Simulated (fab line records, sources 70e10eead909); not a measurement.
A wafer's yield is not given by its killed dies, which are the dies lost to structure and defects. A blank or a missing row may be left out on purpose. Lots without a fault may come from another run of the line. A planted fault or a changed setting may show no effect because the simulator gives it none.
fab line records + flow nand_harc
record
- lots=11
- wafers=33
- last_day=26
route steps=1159 shown P_M2@329 END@1159
lots that met no fault: taken from a fault-free run of the same line
start_h: the number of hours between the record's first day and the start of the first shown wafer of the lot + wait_h: hours since the lot's step before + " unchanged from the row above + L1.1+2: a row that stands for several wafers + - no value, or no start was given + * or withheld: withheld + < > ~ a bound
route shown NAME@n: a module of which the file shows steps, and the number in the route of the first + usual: the fault-free wafers' mean and standard deviation + same: alike in all rows + chamber/n: place in a boat + sites: per-site readings + _std_site: how widely they spread, as a standard deviation + _edge_site: outer sites' mean less inner sites' + radius_mm: how far each site lies from the wafer's centre + mask NAME#n: copy n + behind: tool/chamber where the wafer was last shaped + hold: why the lot went on hold/how many hours it stayed there/how the hold came to an end + device: transistor that didn't switch, given as n, p or np + end of line: at the end of the route, the tests of the same wafers + step lacking rows: just its recipe + killed: dies that structure and defects cost at the first sort, which is not the same as the wafer's yield + map: per-die view of a wafer (x killed, . not killed, _ where there is no die)
set.NAME: the run value of the setting; set.NAME@STEP: its run value at that earlier step + model.NAME: the simulator's own value behind a step, which no gauge read
steps of the route over a sample of lots; a table a step, a row a wafer
services: when a tool's chamber went out of use (start_h, in hours from the record's first day, below 0 if earlier), for how many hours, and the reason
## steps
# step NHARC_P_M2_OVL_MEAS_10
# recipe
- pitch_nm=340
# usual
- overlay_x_nm=0.2/0.79
- overlay_y_nm=0.0/0.82
| lot.wafer | tool       | chamber | start_h | wait_h | overlay_x_nm | overlay_y_nm |
|-----------|------------|---------|---------|--------|--------------|--------------|
| L178.1    | overlay-01 | -       | 125.14  | -      | -0.9         | -0.8         |
| L178.3    | "          | -       | "       | "      | -0.4         | -0.7         |
| L178.6    | "          | -       | "       | "      | -0.4         | -0.6         |
| L181.3    | overlay-02 | -       | 150.24  | -      | 0.8          | 0.3          |
| L181.5    | "          | -       | "       | "      | 1.0          | 0.2          |
| L181.6    | "          | -       | "       | "      | 0.8          | 0.4          |
| L182.1    | overlay-01 | -       | 150.83  | -      | 0.5          | -0.6         |
| L182.3    | "          | -       | "       | "      | 0.5          | 0.0          |
| L182.5    | "          | -       | "       | "      | 1.3          | -0.3         |
| L186.3    | overlay-01 | -       | 169.03  | -      | 0.1          | -0.2         |
| L186.5    | "          | -       | "       | "      | -0.1         | 0.1          |
| L186.6    | "          | -       | "       | "      | -0.3         | -0.1         |
| L185.4    | overlay-01 | -       | 176.66  | -      | 0.5          | -1.6         |
| L185.5    | "          | -       | "       | "      | 0.8          | -1.2         |
| L185.6    | "          | -       | "       | "      | 0.9          | -0.7         |
| L187.1    | overlay-01 | -       | 182.02  | -      | -0.4         | 0.9          |
| L187.3    | "          | -       | "       | "      | -0.5         | 0.6          |
| L187.5    | "          | -       | "       | "      | -0.1         | 0.5          |
| L192.1    | overlay-01 | -       | 214.85  | -      | -0.1         | 0.5          |
| L192.2    | "          | -       | "       | "      | -0.2         | 0.0          |
| L192.6    | "          | -       | "       | "      | -0.1         | 0.5          |
| L195.3    | overlay-01 | -       | 230.44  | -      | 0.9          | 0.1          |
| L195.4    | "          | -       | "       | "      | 1.4          | -0.2         |
| L195.5    | "          | -       | "       | "      | 1.3          | -0.3         |
| L198.1    | overlay-01 | -       | 238.22  | -      | -0.5         | -1.4         |
| L198.4    | "          | -       | "       | "      | 0.1          | -1.6         |
| L198.6    | "          | -       | "       | "      | 0.0          | -1.4         |
| L197.4    | overlay-02 | -       | 247.61  | -      | 0.0          | 0.5          |
| L197.5    | "          | -       | "       | "      | 0.2          | 1.0          |
| L197.6    | "          | -       | "       | "      | 0.1          | 0.2          |
| L201.1    | overlay-02 | -       | 263.71  | -      | 0.7          | 0.0          |
| L201.2    | "          | -       | "       | "      | 0.8          | -0.4         |
| L201.6    | "          | -       | "       | "      | 0.5          | -0.4         |
# step NHARC_P_M2_DESCUM_14
# recipe
- time_s=3
- o2_flow_sccm=200
- ar_flow_sccm=0
- bias_power_w=0
- chemistry=O2
# usual
- drypump_motor_current_A=5.8/0.33
- oes_product_au=1.002/0.011
- rf_vpp_V=57.9/0.94
- showerhead_plenum_p_Torr=1.92/0.074
- throttle_valve_pct=11.312/0.0081
| lot.wafer | tool        | chamber | start_h | wait_h | drypump_motor_current_A | oes_product_au | rf_hours_counter_h | rf_vpp_V | showerhead_plenum_p_Torr | throttle_valve_pct |
|-----------|-------------|---------|---------|--------|-------------------------|----------------|--------------------|----------|--------------------------|--------------------|
| L178.3    | rie_diel-03 | 0       | 125.25  | 0.1    | 6.3                     | 1.004          | 3                  | 57.4     | 1.91                     | 11.309             |
| L178.1    | "           | 1       | "       | "      | 5.7                     | 1.017          | 3                  | 58.7     | 2.03                     | 11.304             |
| L178.6    | "           | 0       | "       | "      | 6.3                     | 0.993          | -                  | 57.5     | 1.91                     | 11.315             |
| L181.3    | rie_diel-03 | 3       | 150.36  | 0.1    | 5.6                     | 1.010          | 3                  | 59.4     | 1.94                     | 11.305             |
| L181.6    | "           | 0       | "       | "      | 6.3                     | 1.013          | -                  | 58.7     | 1.91                     | 11.320             |
| L181.5    | "           | 1       | "       | "      | 5.7                     | 1.024          | -                  | 58.0     | 2.03                     | 11.306             |
| L182.3    | rie_diel-03 | 1       | 150.95  | 0.1    | 5.7                     | 1.017          | 4                  | 58.2     | 2.03                     | 11.308             |
| L182.1    | "           | 2       | "       | "      | 5.8                     | 0.995          | 4                  | 55.0     | 1.80                     | 11.312             |
| L182.5    | "           | 0       | "       | "      | 6.3                     | 0.988          | -                  | 57.1     | 1.91                     | 11.305             |
| L186.3    | rie_diel-03 | 3       | 169.13  | 0.1    | 5.6                     | 1.003          | 4                  | 58.7     | 1.94                     | 11.307             |
| L186.5    | "           | 2       | "       | "      | 5.8                     | 1.007          | -                  | 58.0     | 1.80                     | 11.306             |
| L186.6    | "           | 3       | "       | "      | 5.6                     | 1.006          | -                  | 58.5     | 1.94                     | 11.319             |
| L185.4    | rie_diel-13 | 0       | 176.78  | 0.1    | 5.6                     | 1.002          | 13                 | 58.3     | 1.92                     | 11.308             |
| L185.5    | "           | 1       | "       | "      | 5.2                     | 0.991          | -                  | 58.8     | 1.96                     | 11.302             |
| L185.6    | "           | 2       | "       | "      | 6.0                     | 1.009          | -                  | 58.9     | 1.82                     | 11.314             |
| L187.1    | rie_diel-03 | 3       | 182.11  | 0.1    | 5.6                     | 1.009          | 5                  | 57.3     | 1.94                     | 11.318             |
| L187.3    | "           | 2       | "       | "      | 5.8                     | 1.013          | 5                  | 55.2     | 1.80                     | 11.317             |
| L187.5    | "           | 3       | "       | "      | 5.6                     | 1.004          | -                  | 58.0     | 1.94                     | 11.318             |
| L192.2    | rie_diel-13 | 3       | 214.96  | 0.1    | 6.2                     | 0.995          | 21                 | 58.5     | 1.99                     | 11.317             |
| L192.1    | "           | 0       | "       | "      | 5.6                     | 0.991          | 21                 | 57.1     | 1.92                     | 11.308             |
| L192.6    | "           | 3       | "       | "      | 6.2                     | 0.995          | -                  | 57.7     | 1.99                     | 11.329             |
| L195.3    | rie_diel-11 | 1       | 230.55  | 0.1    | 5.5                     | 0.975          | 12                 | 57.3     | 2.01                     | 11.309             |
| L195.4    | "           | 2       | "       | "      | 5.5                     | 0.993          | 13                 | 56.0     | 1.78                     | 11.320             |
| L195.5    | "           | 0       | "       | "      | 5.8                     | 0.998          | -                  | 56.4     | 1.94                     | 11.306             |
| L198.1    | rie_diel-03 | 0       | 238.33  | 0.1    | 6.3                     | 1.014          | 1                  | 58.3     | 1.91                     | 11.315             |
| L198.4    | "           | 2       | "       | "      | 5.8                     | 1.000          | 1                  | 58.3     | 1.80                     | 11.319             |
| L198.6    | "           | 0       | "       | "      | 6.3                     | 1.024          | -                  | 56.7     | 1.91                     | 11.316             |
| L197.4    | rie_diel-03 | 0       | 247.72  | 0.1    | 6.3                     | 1.016          | 1                  | 57.5     | 1.91                     | 11.293             |
| L197.5    | "           | 2       | "       | "      | 5.8                     | 0.991          | -                  | 58.0     | 1.80                     | 11.304             |
| L197.6    | "           | 3       | "       | "      | 5.6                     | 0.995          | -                  | 59.8     | 1.94                     | 11.305             |
| L201.1    | rie_diel-03 | 2       | 263.81  | 0.1    | 5.8                     | 0.987          | 2                  | 56.1     | 1.80                     | 11.313             |
| L201.2    | "           | 3       | "       | "      | 5.6                     | 0.996          | 2                  | 58.6     | 1.94                     | 11.312             |
| L201.6    | "           | 1       | "       | "      | 5.7                     | 0.992          | -                  | 58.8     | 2.03                     | 11.314             |
# step NHARC_P_M2_ETCH_28
# recipe
- target_depth_a=300
- over_etch_frac=0.3
- time_s=72.99
- ion_energy_ev=150
- cf4_flow_sccm=50
- n2_flow_sccm=100
- ar_flow_sccm=150
- rf_w=300
- bias_w=100
- chemistry=CF4/N2
# usual
- drypump_motor_current_A=5.8/0.35
- n2_flow_sccm=99.9/0.32
- oes_product_au=1.000/0.012
- rf_vpp_V=314.4/1.9
- showerhead_plenum_p_Torr=2.64/0.1
- throttle_valve_pct=19.794/0.0089
| lot.wafer | tool        | chamber | start_h | wait_h | drypump_motor_current_A | n2_flow_sccm | oes_product_au | rf_hours_counter_h | rf_vpp_V | showerhead_plenum_p_Torr | throttle_valve_pct |
|-----------|-------------|---------|---------|--------|-------------------------|--------------|----------------|--------------------|----------|--------------------------|--------------------|
| L178.1    | rie_diel-11 | 1       | -       | -      | 5.5                     | 100.1        | 0.990          | 42                 | 315.6    | 2.76                     | 19.789             |
| L178.3    | "           | 2       | "       | "      | 5.5                     | 99.7         | 0.991          | 40                 | 312.4    | 2.47                     | 19.797             |
| L178.6    | "           | 2       | "       | "      | 5.5                     | 99.7         | 0.991          | -                  | 309.4    | 2.47                     | 19.785             |
| L181.3    | rie_diel-03 | 1       | -       | -      | 5.7                     | 100.0        | 1.015          | 4                  | 316.1    | 2.77                     | 19.802             |
| L181.6    | "           | 0       | "       | "      | 6.3                     | 99.6         | 1.000          | -                  | 314.5    | 2.62                     | 19.796             |
| L181.5    | "           | 1       | "       | "      | 5.7                     | 99.9         | 1.020          | -                  | 316.7    | 2.77                     | 19.811             |
| L182.1    | rie_diel-03 | 1       | -       | -      | 5.7                     | 99.9         | 1.022          | 4                  | 315.7    | 2.77                     | 19.780             |
| L182.3    | "           | 3       | "       | "      | 5.6                     | 100.0        | 1.014          | 3                  | 314.3    | 2.66                     | 19.808             |
| L182.5    | "           | 0       | "       | "      | 6.3                     | 100.0        | 1.007          | -                  | 315.5    | 2.62                     | 19.795             |
| L186.3    | rie_diel-13 | 0       | -       | -      | 5.6                     | 99.9         | 0.984          | 13                 | 314.5    | 2.64                     | 19.792             |
| L186.5    | "           | 2       | "       | "      | 6.0                     | 100.1        | 1.004          | -                  | 312.6    | 2.51                     | 19.792             |
| L186.6    | "           | 3       | "       | "      | 6.2                     | 100.3        | 0.991          | -                  | 316.1    | 2.73                     | 19.795             |
| L185.4    | rie_diel-13 | 0       | -       | -      | 5.6                     | 99.8         | 0.997          | 13                 | 315.0    | 2.64                     | 19.786             |
| L185.6    | "           | 1       | "       | "      | 5.2                     | 100.0        | 0.994          | -                  | 315.1    | 2.68                     | 19.799             |
| L185.5    | "           | 2       | "       | "      | 6.0                     | 100.2        | 0.992          | -                  | 310.6    | 2.51                     | 19.797             |
| L187.1    | rie_diel-03 | 2       | -       | -      | 5.7                     | 100.1        | 1.011          | 5                  | 312.6    | 2.48                     | 19.789             |
| L187.3    | "           | 3       | "       | "      | 5.6                     | 100.1        | 0.997          | 5                  | 315.8    | 2.66                     | 19.775             |
| L187.5    | "           | 1       | "       | "      | 5.7                     | 100.5        | 1.005          | -                  | 317.5    | 2.77                     | 19.801             |
| L192.1    | rie_diel-13 | 1       | -       | -      | 5.2                     | 100.1        | 0.987          | 20                 | 314.9    | 2.68                     | 19.802             |
| L192.2    | "           | 2       | "       | "      | 6.0                     | 100.7        | 0.999          | 20                 | 312.5    | 2.51                     | 19.786             |
| L192.6    | "           | 0       | "       | "      | 5.6                     | 100.2        | 0.980          | -                  | 315.0    | 2.64                     | 19.793             |
| L195.4    | rie_diel-03 | 0       | -       | -      | 6.3                     | 99.7         | 1.021          | 1                  | 314.3    | 2.62                     | 19.788             |
| L195.3    | "           | 2       | "       | "      | 5.8                     | 100.0        | 0.998          | 1                  | 311.3    | 2.48                     | 19.770             |
| L195.5    | "           | 1       | "       | "      | 5.7                     | 100.0        | 1.002          | -                  | 317.4    | 2.77                     | 19.803             |
| L198.1    | rie_diel-13 | 2       | -       | -      | 6.0                     | 100.1        | 1.000          | 24                 | 312.7    | 2.50                     | 19.801             |
| L198.4    | "           | 3       | "       | "      | 6.2                     | 99.3         | 0.990          | -                  | 315.5    | 2.73                     | 19.792             |
| L198.6    | "           | 1       | "       | "      | 5.2                     | 99.9         | 1.000          | -                  | 315.6    | 2.68                     | 19.788             |
| L197.4    | rie_diel-11 | 2       | -       | -      | 5.5                     | 100.2        | 1.005          | 20                 | 311.6    | 2.45                     | 19.785             |
| L197.6    | "           | 0       | "       | "      | 5.8                     | 100.0        | 1.008          | -                  | 313.1    | 2.66                     | 19.804             |
| L197.5    | "           | 1       | "       | "      | 5.5                     | 99.3         | 0.990          | -                  | 315.9    | 2.75                     | 19.802             |
| L201.1    | rie_diel-03 | 3       | -       | -      | 5.5                     | 100.3        | 0.999          | 2                  | 315.2    | 2.66                     | 19.810             |
| L201.2    | "           | 0       | "       | "      | 6.3                     | 100.7        | 1.019          | 2                  | 312.8    | 2.62                     | 19.809             |
| L201.6    | "           | 0       | "       | "      | 6.3                     | 100.4        | 1.025          | -                  | 315.8    | 2.62                     | 19.803             |
# step NHARC_P_M2_ECD_22
# recipe
- target_thk_a=4000
- bath_temp_c=25
- material=Cu
| lot.wafer  | tool      | chamber | start_h | wait_h |
|------------|-----------|---------|---------|--------|
| L178.1+3+6 | ecd_cu-02 | 1,0,1   | 126.69  | -      |
| L181.3+6+5 | ecd_cu-02 | 1,1,0   | 151.87  | -      |
| L182.1+3+5 | ecd_cu-01 | 0       | 152.38  | -      |
| L186.3+6+5 | ecd_cu-01 | 1,0,1   | 170.66  | -      |
| L186.3+6+5 | ecd_cu-01 | 1,0,1   | 171.20  | 0.5    |
| L185.4+6+5 | ecd_cu-01 | 1,0,1   | 178.32  | -      |
| L187.1+3+5 | ecd_cu-01 | 1,0,0   | 183.89  | -      |
| L187.1+3+5 | ecd_cu-01 | 1,0,0   | 184.49  | -      |
| L192.1+2+6 | ecd_cu-02 | 0,1,0   | 216.34  | -      |
| L192.1+2+6 | ecd_cu-02 | 0,1,0   | 216.88  | 0.5    |
| L195.4+3+5 | ecd_cu-02 | 1,0,1   | 232.06  | -      |
| L198.1+4+6 | ecd_cu-01 | 0,1,0   | 239.81  | -      |
| L197.4+5+6 | ecd_cu-02 | 0,0,1   | 249.30  | -      |
| L201.1+2+6 | ecd_cu-01 | 1,0,0   | 265.18  | -      |
# step NHARC_P_M2_CMP_23
# recipe
- t_overpolish_s=20
- target_thk_nm=144.3
# usual
- edge_zone_pressure_frac=1.000/0.0052
- motor_current_A=11.8/0.98
- time_to_endpoint_s=30/3.5
| lot.wafer | tool   | chamber | start_h | wait_h | edge_zone_pressure_frac | motor_current_A | time_to_endpoint_s |
|-----------|--------|---------|---------|--------|-------------------------|-----------------|--------------------|
| L178.1    | cmp-03 | 0       | 127.41  | -      | 0.991                   | 12.3            | 28                 |
| L178.3    | "      | 1       | "       | "      | 0.994                   | 11.5            | 28                 |
| L178.6    | "      | 1       | "       | "      | 1.000                   | 10.6            | 31                 |
| L181.3    | cmp-02 | 0       | 152.55  | -      | 1.008                   | 11.8            | 31                 |
| L181.6    | "      | 3       | "       | "      | 0.996                   | 11.1            | 31                 |
| L181.5    | "      | 0       | "       | "      | 1.004                   | 11.4            | 31                 |
| L182.3    | cmp-01 | 3       | 153.08  | -      | 0.998                   | 10.5            | 31                 |
| L182.1    | "      | 2       | "       | "      | 0.996                   | 13.7            | 30                 |
| L182.5    | "      | 0       | "       | "      | 1.001                   | 12.9            | 31                 |
| L186.3    | cmp-03 | 0       | 172.37  | -      | 1.003                   | 12.2            | 52                 |
| L186.6    | "      | 2       | "       | "      | 0.997                   | 14.1            | 56                 |
| L186.5    | "      | 3       | "       | "      | 0.998                   | 11.1            | 50                 |
| L185.4    | cmp-02 | 1       | 178.89  | -      | 1.003                   | 12.4            | 35                 |
| L185.5    | "      | 1       | "       | "      | 1.004                   | 12.3            | 37                 |
| L185.6    | "      | 2       | "       | "      | 0.994                   | 11.0            | 27                 |
| L187.1    | cmp-01 | 1       | 185.50  | -      | 0.999                   | 11.5            | 67                 |
| L187.3    | "      | 0       | "       | "      | 1.012                   | 12.5            | 59                 |
| L187.5    | "      | 1       | "       | "      | 0.988                   | 11.8            | 65                 |
| L192.1    | cmp-03 | 0       | 217.67  | -      | 0.994                   | 12.2            | 56                 |
| L192.2    | "      | 2       | "       | "      | 1.003                   | 13.4            | 60                 |
| L192.6    | "      | 3       | "       | "      | 1.003                   | 10.5            | 55                 |
| L195.3    | cmp-03 | 1       | 232.69  | -      | 1.000                   | 11.1            | 29                 |
| L195.4    | "      | 0       | "       | "      | 1.001                   | 12.3            | 30                 |
| L195.5    | "      | 2       | "       | "      | 0.997                   | 13.7            | 32                 |
| L198.1    | cmp-02 | 1       | 240.64  | -      | 1.002                   | 12.4            | 38                 |
| L198.4    | "      | 2       | "       | "      | 1.005                   | 10.5            | 31                 |
| L198.6    | "      | 0       | "       | "      | 0.999                   | 11.3            | 32                 |
| L197.4    | cmp-02 | 2       | 250.00  | -      | 1.007                   | 10.9            | 29                 |
| L197.5    | "      | 3       | "       | "      | 1.012                   | 11.5            | 30                 |
| L197.6    | "      | 0       | "       | "      | 1.011                   | 10.6            | 30                 |
| L201.1    | cmp-02 | 0       | 265.91  | -      | 1.000                   | 10.9            | 31                 |
| L201.2    | "      | 3       | "       | "      | 0.992                   | 11.1            | 29                 |
| L201.6    | "      | 1       | "       | "      | 0.999                   | 12.1            | 34                 |
# step NHARC_END_SORT_01
# recipe
- temp_c=25
# usual
- defect_limited_yield=95.4/1.7
- killed_at_array=27/12
- killed_at_other=0.9/1.1
- killed_at_periphery=3.2/2.4
- killed_dies=31/12
- killed_open=3.3/1.7
- killed_short=2.0/1.6
- sort_bin_2_pct=1.5/0.74
- sort_bin_3_pct=0.25/0.22
- sort_bin_4_pct=2.9/1.1
- sort_n_pass=646/12
- sort_rim_yield_pct=97.2/1.8
- sort_yield_pct=95.4/1.7
# same
- gross_dies=677
- sort_bin_5_pct[%]=0
- sort_bin_6_pct[%]=0
- sort_bin_7_pct[%]=0
- sort_bin_8_pct[%]=0
- sort_rim_n_gross=106.00
| lot.wafer | tool      | chamber | start_h | wait_h | defect_limited_yield[%] | killed_at_array | killed_at_other | killed_at_periphery | killed_dies | killed_open | killed_short | sort_bin_2_pct[%] | sort_bin_3_pct[%] | sort_bin_4_pct[%] | sort_n_pass | sort_rim_yield_pct[%] | sort_yield_pct[%] |
|-----------|-----------|---------|---------|--------|-------------------------|-----------------|-----------------|---------------------|-------------|-------------|--------------|-------------------|-------------------|-------------------|-------------|-----------------------|-------------------|
| L201.1    | prober-02 | 0       | 626.01  | 2.5    | 96.2                    | 21              | 3               | 2                   | 26          | 1           | 5            | 0.6               | 0.30              | 3.0               | 651         | 95.3                  | 96.2              |
| L201.2    | prober-02 | 0       | 626.81  | 2.8    | 97.0                    | 17              | 0               | 3                   | 20          | 2           | 0            | 0.6               | 0.15              | 2.2               | 657         | 99.1                  | 97.0              |
| L201.6    | prober-02 | 0       | 630.04  | 4.0    | 95.3                    | 23              | 5               | 4                   | 32          | 4           | 2            | 2.2               | 0.15              | 2.4               | 645         | 100.0                 | 95.3              |
# killed by level:class
L201.1 A_CHANNEL_HOLE_D1:chamber_film_flake=7 A_STAIRCASE:chamber_film_flake=6 A_CONTACT:chamber_film_flake=3 A_CHANNEL_FILL_D1:geometric_particle:short=2 A_BLC:geometric_particle:short=2 A_CHANNEL_FILL_D1:geometric_particle:open=1 P_ZERO_WELL:chamber_film_flake=1 P_GATE:chamber_film_flake=1
L201.2 A_CHANNEL_HOLE_D1:chamber_film_flake=9 A_STAIRCASE:chamber_film_flake=4 A_CONTACT:chamber_film_flake=3 P_GATE:geometric_particle:open=1 P_M0:geometric_particle:open=1 P_ZERO_WELL:chamber_film_flake=1 A_SLIT:chamber_film_flake=1
L201.6 A_STAIRCASE:chamber_film_flake=7 A_CHANNEL_HOLE_D1:chamber_film_flake=6 A_CONTACT:chamber_film_flake=5 THIN_TSV:chamber_film_flake=5 A_WL_FILL:geometric_particle:open=2 P_GATE:geometric_particle:open=1 P_M0:geometric_particle:open=1 A_M0:geometric_particle:short=1
## services
| tool        | chamber | start_h | hours | kind   |
|-------------|---------|---------|-------|--------|
| cmp-01      | -       | 109.31  | 1.9   | repair |
| cmp-01      | -       | 112.28  | 0.2   | repair |
| rie_diel-03 | 0       | 120.82  | -     | clean  |
| rie_diel-03 | 1       | 120.82  | -     | clean  |
| cmp-02      | -       | 128.50  | 4.0   | pm     |
| cmp-03      | -       | 156.12  | 4.0   | pm     |
| ecd_cu-02   | -       | 156.76  | 2.0   | repair |
| rie_diel-11 | 3       | 174.31  | 11.6  | repair |
| cmp-01      | -       | 179.50  | 4.0   | pm     |
| ecd_cu-02   | -       | 180.00  | 8.0   | pm     |
| rie_diel-11 | 1       | 181.20  | 9.2   | repair |
| rie_diel-11 | -       | 189.54  | 9.0   | pm     |
| ecd_cu-01   | -       | 189.61  | 2.9   | repair |
| rie_diel-03 | -       | 198.44  | 2.1   | repair |
| cmp-01      | -       | 210.32  | 0.6   | repair |
| rie_diel-03 | 0       | 215.06  | 3.3   | repair |
| rie_diel-03 | -       | 215.32  | 9.0   | pm     |
| rie_diel-13 | 0       | 225.81  | 19.4  | repair |
| cmp-02      | -       | 226.50  | 4.0   | pm     |
| cmp-01      | -       | 240.66  | 1.2   | repair |
| cmp-03      | -       | 243.76  | 6.6   | repair |
| ecd_cu-01   | -       | 249.54  | 1.6   | repair |
| cmp-03      | -       | 254.12  | 4.0   | pm     |
| cmp-02      | -       | 264.09  | 1.1   | repair |
## key
first_sign
- step=NHARC_P_M2_ECD_22
- reading=visit
- direction=added
effect
- step=NHARC_P_M2_CMP_23
- reading=time_to_endpoint_s
- direction=up
- sigmas=7.8
- usual=*
- struck=*
met_at NHARC_P_M2_ECD_22
struck_lots L186,L187,L192
not_acting_at NHARC_P_M2_OVL_MEAS_10,NHARC_P_M2_DESCUM_14,NHARC_P_M2_ETCH_28
fault
- kind=repeated_step_whole
- tool=ecd_cu-01,ecd_cu-02
- chamber=-
- onset_h=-
- steps=NHARC_P_M2_ECD_22
- times=1
- scope=struck_lots_only
